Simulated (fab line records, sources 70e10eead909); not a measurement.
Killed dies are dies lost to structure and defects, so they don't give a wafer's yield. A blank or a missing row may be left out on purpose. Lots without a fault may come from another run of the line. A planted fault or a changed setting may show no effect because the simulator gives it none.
Chamber matching | flow nand_harc | NHARC_A_BLC_CMP_25 on cmp-04: 4 sister chambers
The step polishes, t overpolish 30 s, target thk 150 nm. 8 wafers are shown with their chamber, then 7 later ones without.

WAFERS WITH THEIR CHAMBER
wafer  | chamber | motor_current_A (A) | time_to_endpoint_s (s)
L078.3 | 1       | 10.0                | 25.9
L077.3 | 2       | 12.5                | 29.6
L077.5 | 1       | 9.7                 | 27.8
L081.3 | 2       | 12.3                | 29.9
L081.4 | 0       | 11.9                | 27.9
L081.5 | 3       | 11.7                | 34.6
L087.2 | 3       | 12.4                | 33.3
L087.3 | 0       | 12.1                | 31.7

WAFERS WITHOUT THEIR CHAMBER
wafer  | motor_current_A (A) | time_to_endpoint_s (s)
L087.6 | 9.8                 | 28.0
L090.2 | 9.7                 | 29.4
L090.3 | 12.1                | 29.6
L090.6 | 12.5                | 32.1
L091.1 | 10.1                | 28.7
L091.4 | 11.9                | 32.1
L091.6 | 10.1                | 28.1

WHICH CHAMBER EACH WENT THROUGH
wafer  | from the rows above          | in truth
L087.6 | 1                            | 1
L090.2 | 1                            | 1
L090.3 | can't be placed: 0 or 2      | 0
L090.6 | can't be placed: 2 or 3 or 0 | 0
L091.1 | 1                            | 1
L091.4 | can't be placed: 3 or 0 or 2 | 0
L091.6 | 1                            | 1
Placed correctly: 4 of 7. Can't be placed from these rows: 3 (the true chamber is among the candidates in 3). Placed wrongly: 0.
How it was worked out, from the rows above alone: a wafer's distance from a chamber is the root of the sum, over the readings, of the square of ((its reading less the chamber's mean) divided by the reading's scatter). The wafer belongs to the nearest chamber; if the next one is less than 2 further off, it can't be placed. A chamber's mean is the mean of its shown wafers. The scatter: the root of (the sum of the squares of (reading less its chamber's mean) over the shown wafers, divided by (wafers less chambers)).
